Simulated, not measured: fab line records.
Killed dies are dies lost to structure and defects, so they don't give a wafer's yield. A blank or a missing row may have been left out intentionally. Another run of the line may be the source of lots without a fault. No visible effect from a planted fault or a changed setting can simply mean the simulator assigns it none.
fab line records	flow n5_finfet
[record] lots = 7	wafers = 39
route steps=1938 shown WELL_APT@33 FIN_CUT@176 DUMMY_GATE@228 SD_EPI_P@307
start_h: start of the lot's first displayed wafer, in hours after the record's first day	wait_h: hours from the lot's prior step to this one	" same as the row above	L1.1+2: one row covering several wafers at once	- no value, or no start was given	* or withheld: withheld	< > ~ a bound
route shown NAME@n: NAME is a module with steps in the file, n the number in the route of the first one	usual: mean/standard deviation taken from wafers without a fault	same: alike in all rows	chamber/n: place in a boat	sites: readings site by site	_std_site: the standard deviation of these	_edge_site: mean of outer sites minus mean of inner sites	radius_mm: for every site, how far away it sits from the centre of the wafer	mask NAME#n: copy n	behind: the most recent tool/chamber to have shaped the wafer	hold: what put the lot on hold/how long, in hours/how the hold closed	device: the n, p or np transistor that did not switch	end of line: at the end of the route, the tests of the same wafers	for a step that has no rows: nothing shown but its recipe	killed: dies that structure and defects cost at the first sort, which is not the same as the wafer's yield	map: the dies of a wafer, with x for killed, . for not killed, _ for no die there
set.NAME: the setting that was run; set.NAME@STEP: the one run at that earlier step	model.NAME: the simulator's own value behind a step, which no gauge read
lots run with intentionally changed settings; tables by step, rows by wafer
[[steps]]
[step N5_WELL_APT_IMPLANT_15]
[recipe] species = As	energy_kev = 25	dose_cm2 = 1.5e+13	tilt_deg = 0	rotation_deg = 0
lot.wafer	tool	chamber	start_h	wait_h	set.energy_kev	model.implant.rp_nm	model.implant.drp_nm
L074.1+2+3+4+5+6	implanter-02	0	14.09	0.1	25	18.68	8.457
L075.1+5+6	implanter-01	0	20.06	0.1	27.2	21.09	8.982
L075.2+3+4	"	0	"	"	25	19.8	8.457
L077.1+3+4	implanter-02	0	32.27	0.1	25	18.45	8.457
L077.2+5+6	"	0	"	"	23.08	17.39	7.994
L083.1+3+5	implanter-02	0	68.05	0.1	28.9	20.27	9.383
L083.2+4+6	"	0	"	"	25	18.17	8.457
L086.1+5+6	implanter-02	0	86.35	0.1	28.86	20.57	9.373
L086.2+3+4	"	0	"	"	25	18.47	8.457
L089.2+4+5	implanter-01	0	104.20	0.1	25	17.94	8.457
L094.1+3+6	implanter-01	0	134.38	0.1	25	18.52	8.457
L094.2+4+5	"	0	"	"	26.07	19.11	8.713
[step N5_WELL_APT_EXPOSE_22]
[recipe] mask_id = PWELL	na = 0.8	source_shape = conventional	sigma_outer = 0.8	polarization = unpolarized	defocus_nm = 0	target_cd_nm = 200	dose_mj = 23.2
lot.wafer	tool	chamber	start_h	wait_h	mask	set.dose_mj
L074.1+4+6	krf_scanner-02	0	14.94	-	PWELL#0	23.2
L074.2+3+5	"	0	"	"	PWELL#0	21.75
L075.1+2+6	krf_scanner-01	0	21.02	-	PWELL#0	23.2
L075.3+4+5	"	0	"	"	PWELL#0	22.36
L077.1+4+5	krf_scanner-02	0	33.23	-	PWELL#0	21.44
L077.2+3+6	"	0	"	"	PWELL#0	23.2
L083.1+4+5	krf_scanner-02	0	68.66	-	PWELL#0	24.63
L083.2+3+6	"	0	"	"	PWELL#0	23.2
L086.1+2+3+4+5+6	krf_scanner-01	0	87.18	-	PWELL#0	23.2
L089.2+4+5	krf_scanner-01	0	104.76	-	PWELL#0	23.2
L094.1+2+6	krf_scanner-02	0	135.10	-	PWELL#0	23.2
L094.3+4+5	"	0	"	"	PWELL#0	22.51
[step N5_WELL_APT_PEB_23]
[recipe] peb_temp_c = 130	peb_time_s = 90
[step N5_WELL_APT_DEVELOP_24]
[recipe] develop_time_s = 45	rinse_liquid = surfactant_rinse	dry = air_spin	dev_temp_c = 21
[step N5_WELL_APT_HARDBAKE_29]
[recipe] temp_c = 130	time_s = 120
[step N5_WELL_APT_CD_MEAS_25]
[recipe] target_cd_nm = 200	landing_energy_ev = 500	detector = se_inlens
[usual] cd_nm = 200.8/2
lot.wafer	tool	chamber	start_h	wait_h	set.dose_mj@WELL_APT_EXPOSE_22	cd_nm
L074.1	cd_sem-01	0	15.11	-	23.2	199.2
L074.2	"	0	"	"	21.75	189.2
L074.3	"	0	"	"	21.75	189.6
L074.4	"	0	"	"	23.2	202.7
L074.5	"	0	"	"	21.75	189.5
L074.6	"	0	"	"	23.2	198.1
L075.1	cd_sem-01	0	21.19	-	23.2	199.7
L075.2	"	0	"	"	23.2	200.2
L075.3	"	0	"	"	22.36	191.4
L075.4	"	0	"	"	22.36	193.0
L075.5	"	0	"	"	22.36	192.5
L075.6	"	0	"	"	23.2	199.0
L077.1	cd_sem-02	0	33.40	-	21.44	185.6
L077.2	"	0	"	"	23.2	201.2
L077.3	"	0	"	"	23.2	201.7
L077.4	"	0	"	"	21.44	186.8
L077.5	"	0	"	"	21.44	181.6
L077.6	"	0	"	"	23.2	202.5
L083.1	cd_sem-01	0	68.83	-	24.63	209.9
L083.2	"	0	"	"	23.2	201.3
L083.3	"	0	"	"	23.2	199.2
L083.4	"	0	"	"	24.63	210.8
L083.5	"	0	"	"	24.63	210.5
L083.6	"	0	"	"	23.2	203.7
L086.1	cd_sem-02	0	87.35	-	23.2	195.5
L086.2	"	0	"	"	23.2	198.0
L086.3	"	0	"	"	23.2	197.3
L086.4	"	0	"	"	23.2	201.0
L086.5	"	0	"	"	23.2	198.0
L086.6	"	0	"	"	23.2	199.7
L089.2	cd_sem-02	0	104.93	-	23.2	200.4
L089.4	"	0	"	"	23.2	198.0
L089.5	"	0	"	"	23.2	200.5
L094.1	cd_sem-01	0	135.28	-	23.2	199.6
L094.2	"	0	"	"	23.2	200.4
L094.3	"	0	"	"	22.51	197.7
L094.4	"	0	"	"	22.51	193.4
L094.5	"	0	"	"	22.51	195.8
L094.6	"	0	"	"	23.2	200.5
[step N5_WELL_APT_DESCUM_30]
[recipe] chemistry = O2	time_s = 7.9	source_power_w = 50	bias_power_w = 20	pressure_mtorr = 20	rf_frequency_hz = 2.712e+07	temp_c = 40	o2_flow_sccm = 225
lot.wafer	tool	chamber	start_h	wait_h	set.dose_mj@WELL_APT_EXPOSE_22	model.WELL_APT.cd_nm
L074.1	rie_diel-01	0	15.20	0.0	23.2	199.4
L074.2	"	3	"	"	21.75	188.9
L074.3	"	2	"	"	21.75	189.7
L074.4	"	1	"	"	23.2	202.9
L074.5	"	3	"	"	21.75	189.3
L074.6	"	2	"	"	23.2	198.2
L075.1	rie_diel-02	3	21.63	0.4	23.2	199.9
L075.2	"	0	"	"	23.2	200
L075.3	"	2	"	"	22.36	191
L075.4	"	2	"	"	22.36	192.9
L075.5	"	3	"	"	22.36	192.8
L075.6	"	0	"	"	23.2	199.1
L077.1	rie_diel-01	1	33.59	0.1	21.44	185.7
L077.2	"	3	"	"	23.2	201
L077.3	"	2	"	"	23.2	202.1
L077.4	"	0	"	"	21.44	186.7
L077.5	"	0	"	"	21.44	181.7
L077.6	"	1	"	"	23.2	202.8
L083.1	rie_diel-02	3	69.81	0.9	24.63	209.9
L083.2	"	2	"	"	23.2	201.6
L083.3	"	3	"	"	23.2	199.4
L083.4	"	2	"	"	24.63	211
L083.5	"	3	"	"	24.63	210.8
L083.6	"	2	"	"	23.2	203.6
L086.1	rie_diel-01	2	87.58	0.2	23.2	195.8
L086.2	"	0	"	"	23.2	198.1
L086.3	"	1	"	"	23.2	197.6
L086.4	"	2	"	"	23.2	200.6
L086.5	"	0	"	"	23.2	198.2
L086.6	"	1	"	"	23.2	200
L089.2+5	rie_diel-01	3,1	105.22	0.2	23.2	200.5
L089.4	"	2	"	"	23.2	198.3
L094.1	rie_diel-02	0	135.36	0.0	23.2	199.4
L094.2+6	"	3,0	"	"	23.2	200.3
L094.3	"	1	"	"	22.51	197.5
L094.4	"	2	"	"	22.51	193.4
L094.5	"	3	"	"	22.51	196.1
[step N5_FIN_CUT_CUT_ETCH_15]
[recipe] chemistry = HBr/Cl2/O2	target = Si	target_depth_a = 1000	bt_time_s = 10	mask_material = SOC	time_s = 42.4	ion_energy_ev = *	bias_w = *	pressure_mtorr = 10	icp_w = 800	HBr_flow_sccm = 150	Cl2_flow_sccm = 80	O2_flow_sccm = 12
lot.wafer	tool	chamber	start_h	wait_h	set.target_depth_a	model.FIN_CUT.feature_depth_nm	model.etch.depth_nm	model.SOC_of_FIN_CUT_COAT_18.thk_nm
L074.1	rie_si-01	2	29.78	0.1	1000	101.4	101.4	169.2
L074.2	"	1	"	"	1000	97.4	97.34	170.8
L074.3	"	0	"	"	899.4	90.8	90.81	173.4
L074.4	"	3	"	"	899.4	88.2	88.28	174.2
L074.5	"	1	"	"	1000	97.8	97.7	170.6
L074.6	"	2	"	"	899.4	90.6	90.57	173.2
L075.1	rie_si-06	2	34.28	0.1	1000	100.2	100.1	169.6
L075.2	"	0	"	"	1097	110.6	110.7	164.6
L075.3	"	1	"	"	1000	99.4	99.41	169
L075.4	"	3	"	"	1097	111.8	111.7	164.2
L075.5	"	2	"	"	1097	110.6	110.6	165.2
L075.6	"	1	"	"	1000	99.2	99.18	169
L077.1	rie_si-05	3	47.93	0.1	1046	102.4	102.4	169.2
L077.2	"	0	"	"	1046	103.8	103.8	168.2
L077.3	"	1	"	"	1000	101.6	101.6	168.6
L077.4	"	2	"	"	1046	103.8	103.8	167.8
L077.5	"	0	"	"	1000	100	100.1	169.8
L077.6	"	3	"	"	1000	98.8	98.89	170
L083.1	rie_si-06	1	85.06	0.1	1000	98	98.02	172.6
L083.2	"	2	"	"	1000	99.6	99.69	171
L083.3	"	0	"	"	1093	108.8	108.8	167.4
L083.4	"	3	"	"	1000	102	101.9	169.6
L083.5	"	3	"	"	1093	110.6	110.6	167
L083.6	"	2	"	"	1093	109	109.1	167.4
L086.1	rie_si-01	1	102.72	0.1	1000	97.6	97.55	171.2
L086.2	"	3	"	"	898.3	89	88.95	174.4
L086.3	"	0	"	"	898.3	90.4	90.36	174.6
L086.4	"	2	"	"	1000	100.8	100.7	169.4
L086.5	"	3	"	"	898.3	88.6	88.55	174
L086.6	"	0	"	"	1000	100.8	100.8	170.4
L089.2	rie_si-05	3	120.05	0.1	1000	99.2	99.27	170.2
L089.4	"	0	"	"	1000	99.8	99.87	169.4
L089.5	"	0	"	"	1000	98.8	98.84	169.6
L094.1	rie_si-01	2	147.28	0.1	961.7	95.6	95.6	171.4
L094.2	"	0	"	"	961.7	96.6	96.69	171.2
L094.3	"	3	"	"	1000	97.2	97.19	170.8
L094.4	"	2	"	"	1000	100.4	100.5	170
L094.5	"	0	"	"	961.7	97.2	97.24	171.4
L094.6	"	3	"	"	1000	97.2	97.3	170.2
[step N5_DUMMY_GATE_EXPOSE_12]
[recipe] mask_id = GATE	na = 0.33	source_shape = annular	sigma_inner = 0.2	sigma_outer = 0.6	polarization = unpolarized	target_cd_nm = 25	dose_mj = 34
lot.wafer	tool	chamber	start_h	wait_h	mask	set.dose_mj
L074.1+3+6	euv_scanner-02	0	51.33	-	GATE#0	34
L074.2+4+5	"	0	"	"	GATE#0	34.98
L075.1+4+5	euv_scanner-02	0	53.79	-	GATE#0	34
L075.2+3+6	"	0	"	"	GATE#0	33.2
L077.1+5+6	euv_scanner-01	0	66.11	-	GATE#0	34
L077.2+3+4	"	0	"	"	GATE#0	31.92
L083.1+2+3	euv_scanner-01	0	105.51	-	GATE#0	34
L083.4+5+6	"	0	"	"	GATE#0	35.76
L086.1+2+6	euv_scanner-02	0	124.79	-	GATE#0	36.14
L086.3+4+5	"	0	"	"	GATE#0	34
L089.2+4+5	euv_scanner-01	0	141.07	-	GATE#0	34
L094.1+5+6	euv_scanner-02	0	166.52	-	GATE#0	34
L094.2+3+4	"	0	"	"	GATE#0	32.3
[step N5_DUMMY_GATE_PEB_13]
[recipe] peb_temp_c = 100	peb_time_s = 60	resist = CAR-EUV
[step N5_DUMMY_GATE_DEVELOP_14]
[recipe] develop_time_s = 30	developer = TMAH	resist = CAR-EUV	rinse_liquid = surfactant_rinse	dry = air_spin	dev_temp_c = 23
[step N5_DUMMY_GATE_CD_MEAS_15]
[recipe] target_cd_nm = 25.8	landing_energy_ev = 500	detector = se_inlens
[usual] cd_nm = 24.96/0.24
lot.wafer	tool	chamber	start_h	wait_h	set.dose_mj@DUMMY_GATE_EXPOSE_12	cd_nm
L074.1	cd_sem-02	0	51.46	-	34	24.82
L074.2	"	0	"	"	34.98	23.99
L074.3	"	0	"	"	34	24.65
L074.4	"	0	"	"	34.98	24.24
L074.5	"	0	"	"	34.98	24.30
L074.6	"	0	"	"	34	24.52
L075.1	cd_sem-02	0	53.92	-	34	24.67
L075.2	"	0	"	"	33.2	25.41
L075.3	"	0	"	"	33.2	25.28
L075.4	"	0	"	"	34	24.58
L075.5	"	0	"	"	34	25.33
L075.6	"	0	"	"	33.2	25.20
L077.1	cd_sem-02	0	66.24	-	34	25.13
L077.2	"	0	"	"	31.92	26.42
L077.3	"	0	"	"	31.92	25.97
L077.4	"	0	"	"	31.92	26.21
L077.5	"	0	"	"	34	25.27
L077.6	"	0	"	"	34	24.69
L083.1	cd_sem-02	0	105.63	-	34	25.17
L083.2	"	0	"	"	34	24.64
L083.3	"	0	"	"	34	24.77
L083.4	"	0	"	"	35.76	24.14
L083.5	"	0	"	"	35.76	23.78
L083.6	"	0	"	"	35.76	24.06
L086.1	cd_sem-02	0	124.91	-	36.14	23.90
L086.2	"	0	"	"	36.14	24.19
L086.3	"	0	"	"	34	25.18
L086.4	"	0	"	"	34	25.01
L086.5	"	0	"	"	34	24.80
L086.6	"	0	"	"	36.14	24.26
L089.2	cd_sem-03	0	141.19	-	34	24.49
L089.4	"	0	"	"	34	25.06
L089.5	"	0	"	"	34	24.74
L094.1	cd_sem-03	0	166.64	-	34	24.91
L094.2	"	0	"	"	32.3	26.03
L094.3	"	0	"	"	32.3	25.57
L094.4	"	0	"	"	32.3	25.87
L094.5	"	0	"	"	34	24.43
L094.6	"	0	"	"	34	25.05
[step N5_DUMMY_GATE_STRIP_38]
[recipe] chemistry = N2/H2	temp_c = 40	n2_flow_sccm = 200	h2_flow_sccm = 200	rf_frequency_hz = 6e+07
[step N5_DUMMY_GATE_STRIP_39]
[recipe] chemistry = N2/H2	temp_c = 40	n2_flow_sccm = 200	h2_flow_sccm = 200	rf_frequency_hz = 6e+07
[step N5_DUMMY_GATE_TRIM_49]
[recipe] chemistry = O2	resist = SOC	time_s = 29	target_cd_nm = 14	source_power_w = 300	bias_power_w = 0	O2_flow_sccm = 100	temp_c = 20
lot.wafer	tool	chamber	start_h	wait_h	set.dose_mj@DUMMY_GATE_EXPOSE_12	model.DUMMY_GATE.cd_nm
L074.1	rie_si-01	2	51.87	0.0	34	14.2
L074.2	"	1	"	"	34.98	13.4
L074.3	"	0	"	"	34	14.4
L074.4	"	3	"	"	34.98	13.6
L074.5	"	1	"	"	34.98	14
L074.6	"	2	"	"	34	14
L075.1+5	rie_si-06	3	54.29	0.0	34	14
L075.2+6	"	0	"	"	33.2	14.4
L075.3	"	1	"	"	33.2	14.6
L075.4	"	2	"	"	34	14.4
L077.1	rie_si-06	2	66.59	0.0	34	13.8
L077.2+3	"	0,1	"	"	31.92	15.4
L077.4	"	3	"	"	31.92	15.6
L077.5	"	1	"	"	34	14.2
L077.6	"	0	"	"	34	14.4
L083.1	rie_si-06	0	106.00	0.0	34	13.8
L083.2+3	"	2,3	"	"	34	14
L083.4+5+6	"	1,3,0	"	"	35.76	13
L086.1	rie_si-06	3	125.27	0.0	36.14	13.4
L086.2	"	1	"	"	36.14	13
L086.3	"	0	"	"	34	14.6
L086.4	"	1	"	"	34	14.2
L086.5	"	3	"	"	34	14.4
L086.6	"	0	"	"	36.14	13.6
L089.2	rie_si-05	2	141.72	0.0	34	14.6
L089.4	"	3	"	"	34	13.8
L089.5	"	2	"	"	34	14.2
L094.1+5	rie_si-05	0	167.00	0.0	34	14
L094.2	"	3	"	"	32.3	15.2
L094.3+4	"	1,3	"	"	32.3	14.8
L094.6	"	1	"	"	34	13.8
[step N5_DUMMY_GATE_STRIP_40]
[recipe] chemistry = CF4	resist = SiARC	power_w = 300	bias_power_w = 75	pressure_mtorr = 50	cf4_flow_sccm = 150	rf_frequency_hz = 6e+07
[step N5_DUMMY_GATE_CD_MEAS_50]
[recipe] target_cd_nm = 14
[usual] cd_nm = 14.1/0.31
lot.wafer	tool	chamber	start_h	wait_h	set.dose_mj@DUMMY_GATE_EXPOSE_12	cd_nm
L074.1	cd_sem-01	-	52.01	0.0	34	14.2
L074.2	"	-	"	"	34.98	13.6
L074.3	"	-	"	"	34	14.2
L074.4	"	-	"	"	34.98	13.5
L074.5	"	-	"	"	34.98	13.8
L074.6	"	-	"	"	34	13.9
L075.1	cd_sem-02	-	54.61	0.0	34	14.2
L075.2	"	-	"	"	33.2	14.5
L075.3	"	-	"	"	33.2	14.8
L075.4	"	-	"	"	34	14.1
L075.5	"	-	"	"	34	14.0
L075.6	"	-	"	"	33.2	14.4
L077.1	cd_sem-03	-	66.74	0.0	34	13.7
L077.2	"	-	"	"	31.92	15.2
L077.3	"	-	"	"	31.92	15.3
L077.4	"	-	"	"	31.92	15.7
L077.5	"	-	"	"	34	14.1
L077.6	"	-	"	"	34	14.2
L083.1	cd_sem-02	-	106.51	0.0	34	13.9
L083.2	"	-	"	"	34	14.5
L083.3	"	-	"	"	34	14.2
L083.4	"	-	"	"	35.76	13.5
L083.5	"	-	"	"	35.76	12.8
L083.6	"	-	"	"	35.76	13.0
L086.1	cd_sem-03	-	125.42	0.0	36.14	13.4
L086.2	"	-	"	"	36.14	13.1
L086.3	"	-	"	"	34	14.6
L086.4	"	-	"	"	34	14.3
L086.5	"	-	"	"	34	14.4
L086.6	"	-	"	"	36.14	13.5
L089.2	cd_sem-01	-	142.09	0.0	34	14.5
L089.4	"	-	"	"	34	14.0
L089.5	"	-	"	"	34	14.2
L094.1	cd_sem-01	-	167.15	0.0	34	14.2
L094.2	"	-	"	"	32.3	15.1
L094.3	"	-	"	"	32.3	14.8
L094.4	"	-	"	"	32.3	14.9
L094.5	"	-	"	"	34	14.1
L094.6	"	-	"	"	34	13.8
[step N5_DUMMY_GATE_ETCH_44]
[recipe] chemistry = HBr/O2	over_etch_frac = 0.7	target_depth_a = 1275	stop_on = SiO2	ion_energy_ev = 60	bias_w = 20	target = poly-Si	mask_material = SiO2	pressure_mtorr = 20	icp_w = 400	HBr_flow_sccm = 120	O2_flow_sccm = 10
lot.wafer	tool	chamber	start_h	wait_h	set.target_depth_a	set.dose_mj@DUMMY_GATE_EXPOSE_12	model.DUMMY_GATE.cd_nm
L074.1	rie_si-06	1	52.40	0.0	1124	34	15.2
L074.2	"	2	"	"	1275	34.98	14.4
L074.3	"	3	"	"	1275	34	15.6
L074.4	"	0	"	"	1124	34.98	14.8
L074.5	"	0	"	"	1124	34.98	15.2
L074.6	"	1	"	"	1275	34	15
L075.1	rie_si-06	0	55.10	0.0	1183	34	15
L075.2	"	2	"	"	1183	33.2	15.4
L075.3	"	1	"	"	1183	33.2	15.8
L075.4	"	3	"	"	1275	34	15.4
L075.5	"	3	"	"	1275	34	15
L075.6	"	2	"	"	1275	33.2	15.2
L077.1	rie_si-01	3	67.13	0.0	1275	34	15
L077.2	"	2	"	"	1275	31.92	16
L077.3	"	0	"	"	1188	31.92	16.4
L077.4	"	1	"	"	1188	31.92	16.6
L077.5	"	1	"	"	1188	34	15
L077.6	"	2	"	"	1275	34	15.4
L083.1	rie_si-05	2	106.91	0.0	1372	34	14.8
L083.2+3	"	0,3	"	"	1275	34	15
L083.4+6	"	1,0	"	"	1372	35.76	14
L083.5	"	3	"	"	1275	35.76	14
L086.1+6	rie_si-01	3,1	125.81	0.0	1275	36.14	14.6
L086.2	"	2	"	"	1320	36.14	14
L086.3	"	0	"	"	1275	34	15.2
L086.4	"	1	"	"	1320	34	15.2
L086.5	"	2	"	"	1320	34	15.4
L089.2	rie_si-05	0	142.50	0.0	1275	34	15.4
L089.4+5	"	0,3	"	"	1275	34	15
L094.1	rie_si-06	2	167.53	0.0	1275	34	15
L094.2+3+4	"	3,1,0	"	"	1275	32.3	16.2
L094.5	"	1	"	"	1275	34	15.2
L094.6	"	0	"	"	1275	34	14.8
[step N5_DUMMY_GATE_ETCH_42]
[recipe] chemistry = CHF3/O2	target = SiO2	target_depth_a = 35	time_s = 31	ion_energy_ev = 30	bias_w = 12	pressure_mtorr = 30	source_w = 600	Ar_flow_sccm = 200	CHF3_flow_sccm = 50	O2_flow_sccm = 5
[usual] rf_vpp_V = 42.1/1
lot.wafer	tool	chamber	start_h	wait_h	set.bias_w	rf_vpp_V
L074.1	rie_diel-04	0	52.64	0.1	12	44.0
L074.2	"	2	"	"	10.26	38.3
L074.3	"	1	"	"	10.26	35.5
L074.4	"	3	"	"	10.26	36.8
L074.5	"	1	"	"	12	42.5
L074.6	"	0	"	"	12	43.1
L075.1	rie_diel-04	2	55.35	0.1	11.36	41.5
L075.2	"	0	"	"	12	42.2
L075.3	"	3	"	"	12	42.3
L075.4	"	3	"	"	11.36	41.2
L075.5	"	2	"	"	12	42.1
L075.6	"	0	"	"	11.36	40.2
L077.1	rie_diel-05	2	67.28	0.0	12.69	46.3
L077.2	"	3	"	"	12	43.3
L077.3	"	0	"	"	12	41.1
L077.4	"	1	"	"	12.69	42.6
L077.5	"	3	"	"	12	43.7
L077.6	"	2	"	"	12.69	44.2
L083.1	rie_diel-04	1	107.07	0.0	13.13	43.0
L083.2	"	0	"	"	13.13	44.4
L083.3	"	2	"	"	12	40.1
L083.4	"	3	"	"	12	42.9
L083.5	"	0	"	"	12	43.0
L083.6	"	3	"	"	13.13	44.3
L086.1	rie_diel-03	1	126.11	0.2	9.75	36.1
L086.2	"	2	"	"	12	43.0
L086.3	"	3	"	"	12	42.2
L086.4	"	0	"	"	9.75	34.9
L086.5	"	2	"	"	9.75	37.8
L086.6	"	1	"	"	12	40.5
L089.2	rie_diel-04	2	142.70	0.1	12	41.7
L089.4	"	3	"	"	12	41.9
L089.5	"	3	"	"	12	41.3
L094.1	rie_diel-03	1	167.69	0.0	12	41.2
L094.2	"	2	"	"	12	42.5
L094.3	"	0	"	"	10.87	38.7
L094.4	"	2	"	"	12	41.5
L094.5	"	1	"	"	10.87	38.1
L094.6	"	0	"	"	10.87	38.2
[step N5_SD_EPI_P_ETCH_36]
[recipe] chemistry = CF4	target = SiARC	target_depth_a = 455	mask_material = CAR-ArF-block	time_s = 75.8	ion_energy_ev = 80	pressure_mtorr = 40	source_w = 545	bias_w = 36	Ar_flow_sccm = 100	cf4_flow_sccm = 100	ends = cleared
[usual] rf_vpp_V = 184.1/1.3
lot.wafer	tool	chamber	start_h	wait_h	set.bias_w	rf_vpp_V
L074.1	rie_diel-03	0	59.74	0.0	36	183.1
L074.2	"	2	"	"	36	184.7
L074.3	"	3	"	"	32.98	172.2
L074.4	"	1	"	"	36	186.1
L074.5	"	1	"	"	32.98	174.9
L074.6	"	0	"	"	32.98	173.3
L075.1	rie_diel-03	1	63.02	0.0	36	184.7
L075.2	"	0	"	"	36	185.4
L075.3	"	3	"	"	39.98	197.5
L075.4	"	2	"	"	39.98	196.1
L075.5	"	3	"	"	36	183.7
L075.6	"	0	"	"	39.98	196.2
L077.1	rie_diel-03	1	74.11	0.0	36	186.2
L077.2	"	0	"	"	36	184.7
L077.3	"	2	"	"	42.38	205.7
L077.4	"	3	"	"	36	183.7
L077.5	"	2	"	"	42.38	205.5
L077.6	"	3	"	"	42.38	204.7
L083.1	rie_diel-03	1	114.03	0.0	40.96	201.2
L083.2	"	3	"	"	36	183.3
L083.3	"	2	"	"	40.96	200.7
L083.4	"	0	"	"	40.96	199.8
L083.5	"	0	"	"	36	183.4
L083.6	"	3	"	"	36	184.8
L086.1	rie_diel-05	1	133.52	0.0	36	182.3
L086.2	"	3	"	"	36	182.5
L086.3	"	2	"	"	38.87	194.2
L086.4	"	0	"	"	36	184.8
L086.5	"	1	"	"	38.87	191.6
L086.6	"	2	"	"	38.87	195.1
L089.2	rie_diel-04	3	149.51	0.0	36	184.2
L089.4	"	1	"	"	36	181.4
L089.5	"	2	"	"	36	182.5
L094.1	rie_diel-04	0	173.59	0.0	36	183.2
L094.2	"	1	"	"	36	182.9
L094.3	"	3	"	"	36	182.9
L094.4	"	2	"	"	30.14	163.7
L094.5	"	3	"	"	30.14	163.8
L094.6	"	0	"	"	30.14	162.9
[[key]]
[split] step = N5_WELL_APT_IMPLANT_15	setting = energy_kev	stated = 25	by = wafer
[response] step = N5_WELL_APT_IMPLANT_15	reading = model.implant.rp_nm	change = +0.137	per = 1%	r = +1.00
[response] step = N5_WELL_APT_IMPLANT_15	reading = model.implant.drp_nm	change = +0.0595	per = 1%	r = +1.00
[split] step = N5_WELL_APT_EXPOSE_22	setting = dose_mj	stated = 23.2	by = wafer
[response] step = N5_WELL_APT_CD_MEAS_25	reading = cd_nm	change = +1.86	per = 1%	r = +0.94
[response] step = N5_WELL_APT_DESCUM_30	reading = model.WELL_APT.cd_nm	change = +1.88	per = 1%	r = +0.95
[split] step = N5_FIN_CUT_CUT_ETCH_15	setting = target_depth_a	stated = 1000	by = wafer
[response] step = N5_FIN_CUT_CUT_ETCH_15	reading = model.FIN_CUT.feature_depth_nm	change = +0.992	per = 1%	r = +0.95
[response] step = N5_FIN_CUT_CUT_ETCH_15	reading = model.etch.depth_nm	change = +0.99	per = 1%	r = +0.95
[response] step = N5_FIN_CUT_CUT_ETCH_15	reading = model.SOC_of_FIN_CUT_COAT_18.thk_nm	change = -0.387	per = 1%	r = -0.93
[split] step = N5_DUMMY_GATE_EXPOSE_12	setting = dose_mj	stated = 34	by = wafer
[response] step = N5_DUMMY_GATE_CD_MEAS_15	reading = cd_nm	change = -0.173	per = 1%	r = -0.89
[response] step = N5_DUMMY_GATE_TRIM_49	reading = model.DUMMY_GATE.cd_nm	change = -0.189	per = 1%	r = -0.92
[response] step = N5_DUMMY_GATE_CD_MEAS_50	reading = cd_nm	change = -0.199	per = 1%	r = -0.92
[response] step = N5_DUMMY_GATE_ETCH_44	reading = model.DUMMY_GATE.cd_nm	change = -0.181	per = 1%	r = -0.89
[split] step = N5_DUMMY_GATE_ETCH_44	setting = target_depth_a	stated = 1275	by = wafer
response none clear
[split] step = N5_DUMMY_GATE_ETCH_42	setting = bias_w	stated = 12	by = wafer
[response] step = N5_DUMMY_GATE_ETCH_42	reading = rf_vpp_V	change = +0.328	per = 1%	r = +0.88
[split] step = N5_SD_EPI_P_ETCH_36	setting = bias_w	stated = 36	by = wafer
[response] step = N5_SD_EPI_P_ETCH_36	reading = rf_vpp_V	change = +1.19	per = 1%	r = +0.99
